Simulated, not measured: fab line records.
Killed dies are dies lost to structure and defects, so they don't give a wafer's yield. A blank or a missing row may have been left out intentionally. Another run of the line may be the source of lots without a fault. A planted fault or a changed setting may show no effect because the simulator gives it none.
What tool caused it? || flow nand-harc || 10 lots, 30 wafers sampled, at 4 steps of a route of 1302

WHAT THE GAUGES READ, wafer by wafer
NHARC_A_CHANNEL_HOLE_D2_CD_MEAS_31.
{"lot": "L211", "measured": "day 16 11:43", "on": "cd-sem-01", "cd-nm (nm)": "0.5 1.5 0.1"}
{"lot": "L212", "measured": "day 16 16:11", "on": "cd-sem-01", "cd-nm (nm)": "0.1 0.3 0.1"}
{"lot": "L213", "measured": "day 17 00:14", "on": "cd-sem-01", "cd-nm (nm)": "1.7 0.4 1.4"}
{"lot": "L214", "measured": "day 17 00:11", "on": "cd-sem-02", "cd-nm (nm)": "90.8 89.6 89.3"}
{"lot": "L217", "measured": "day 18 07:48", "on": "cd-sem-03", "cd-nm (nm)": "91.7 90.1 90.8"}
{"lot": "L221", "measured": "day 19 13:41", "on": "cd-sem-01", "cd-nm (nm)": "90.3 89.8 90.2"}
{"lot": "L223", "measured": "day 20 15:56", "on": "cd-sem-03", "cd-nm (nm)": "93.1 91.0 90.3"}
{"lot": "L222", "measured": "day 20 18:49", "on": "cd-sem-01", "cd-nm (nm)": "89.7 91.4 93.2"}
{"lot": "L224", "measured": "day 21 12:31", "on": "cd-sem-01", "cd-nm (nm)": "91.1 92.4 91.8"}
{"lot": "L225", "measured": "day 21 12:29", "on": "cd-sem-03", "cd-nm (nm)": "89.6 91.2 92.5"}

TOOL THAT RAN EACH LOT (tool first, then ch and the chambers of the sampled wafers, then the start)
{"lot": "L211", "NHARC_A_CHANNEL_HOLE_D2_ETCH_19": "har-etch-01 ch 0,1, day 16 06:11", "NHARC_A_CHANNEL_HOLE_D2_ETCH_20": "har-etch-01 ch 0,1, day 16 06:20", "NHARC_A_CHANNEL_HOLE_D2_ETCH_24": "har-etch-01 ch 0,1, day 16 08:26"}
{"lot": "L212", "NHARC_A_CHANNEL_HOLE_D2_ETCH_19": "har-etch-01 ch 0,1, day 16 10:21", "NHARC_A_CHANNEL_HOLE_D2_ETCH_20": "har-etch-01 ch 0,1, day 16 10:28", "NHARC_A_CHANNEL_HOLE_D2_ETCH_24": "har-etch-01 ch 0,1, day 16 12:30"}
{"lot": "L213", "NHARC_A_CHANNEL_HOLE_D2_ETCH_19": "har-etch-02 ch 0,1, day 16 18:39", "NHARC_A_CHANNEL_HOLE_D2_ETCH_20": "har-etch-02 ch 0,1, day 16 18:46", "NHARC_A_CHANNEL_HOLE_D2_ETCH_24": "har-etch-02 ch 0,1, day 16 20:47"}
{"lot": "L214", "NHARC_A_CHANNEL_HOLE_D2_ETCH_19": "har-etch-01 ch 0,1, day 16 18:43", "NHARC_A_CHANNEL_HOLE_D2_ETCH_20": "har-etch-01 ch 0,1, day 16 18:49", "NHARC_A_CHANNEL_HOLE_D2_ETCH_24": "har-etch-01 ch 0,1, day 16 20:49"}
{"lot": "L217", "NHARC_A_CHANNEL_HOLE_D2_ETCH_19": "har-etch-02 ch 1, day 18 02:16", "NHARC_A_CHANNEL_HOLE_D2_ETCH_20": "har-etch-02 ch 1, day 18 02:23", "NHARC_A_CHANNEL_HOLE_D2_ETCH_24": "har-etch-02 ch 1, day 18 04:23"}
{"lot": "L221", "NHARC_A_CHANNEL_HOLE_D2_ETCH_19": "har-etch-02 ch 0,1, day 19 08:12", "NHARC_A_CHANNEL_HOLE_D2_ETCH_20": "har-etch-02 ch 0,1, day 19 08:25", "NHARC_A_CHANNEL_HOLE_D2_ETCH_24": "har-etch-02 ch 0,1, day 19 10:40"}
{"lot": "L223", "NHARC_A_CHANNEL_HOLE_D2_ETCH_19": "har-etch-01 ch 0,1, day 20 10:29", "NHARC_A_CHANNEL_HOLE_D2_ETCH_20": "har-etch-01 ch 0,1, day 20 10:41", "NHARC_A_CHANNEL_HOLE_D2_ETCH_24": "har-etch-01 ch 0,1, day 20 12:55"}
{"lot": "L222", "NHARC_A_CHANNEL_HOLE_D2_ETCH_19": "har-etch-02 ch 0,1, day 20 13:19", "NHARC_A_CHANNEL_HOLE_D2_ETCH_20": "har-etch-02 ch 0,1, day 20 13:25", "NHARC_A_CHANNEL_HOLE_D2_ETCH_24": "har-etch-02 ch 0,1, day 20 15:26"}
{"lot": "L224", "NHARC_A_CHANNEL_HOLE_D2_ETCH_19": "har-etch-01 ch 0,1, day 21 06:50", "NHARC_A_CHANNEL_HOLE_D2_ETCH_20": "har-etch-01 ch 0,1, day 21 06:57", "NHARC_A_CHANNEL_HOLE_D2_ETCH_24": "har-etch-01 ch 0,1, day 21 08:58"}
{"lot": "L225", "NHARC_A_CHANNEL_HOLE_D2_ETCH_19": "har-etch-02 ch 0,1, day 21 06:58", "NHARC_A_CHANNEL_HOLE_D2_ETCH_20": "har-etch-02 ch 0,1, day 21 07:05", "NHARC_A_CHANNEL_HOLE_D2_ETCH_24": "har-etch-02 ch 0,1, day 21 09:07"}
- NHARC_A_CHANNEL_HOLE_D2_ETCH_19: etches the open film in C4F8/O2/Ar, time 34.5 s.
- NHARC_A_CHANNEL_HOLE_D2_ETCH_20: etches the open film in C4F8/O2/Ar, time 361.9 s, target depth 1600 nm.
- NHARC_A_CHANNEL_HOLE_D2_ETCH_24: etches the open film in C4F8/O2/Ar, time 906.2 s, target depth 1500 nm.

THE ANSWER, worked out from the rows above alone
Rule: the usual values come from the lots themselves. The widest of any qualifying gaps counts: lots, ordered by their means at a reading, are off when they make up no more than a third of the lots, leave a main group of 4 or more, and stand apart from it by 3 or more times the standard deviation of that group's means. The tables above print the reading to a certain number of digits; a main group whose means all agree to those digits is not used. A lot without any number at a reading at which 4 lots or more have one is off too. The other lots that the step has rows for count as sound.
Off: L211, L212, L213 (NHARC_A_CHANNEL_HOLE_D2_CD_MEAS_31, cd-nm). Mean 90.9 nm and standard deviation 0.66 in the main group.
If a tool, at a process step before that reading, ran all the lots that are off and no sound lot after the first of them, it fits. Gauges at NHARC_A_CHANNEL_HOLE_D2_CD_MEAS_31: tried the same way as those tools. No candidate that was tried fits.

WHAT HAD BEEN PUT IN BY THE SIMULATOR
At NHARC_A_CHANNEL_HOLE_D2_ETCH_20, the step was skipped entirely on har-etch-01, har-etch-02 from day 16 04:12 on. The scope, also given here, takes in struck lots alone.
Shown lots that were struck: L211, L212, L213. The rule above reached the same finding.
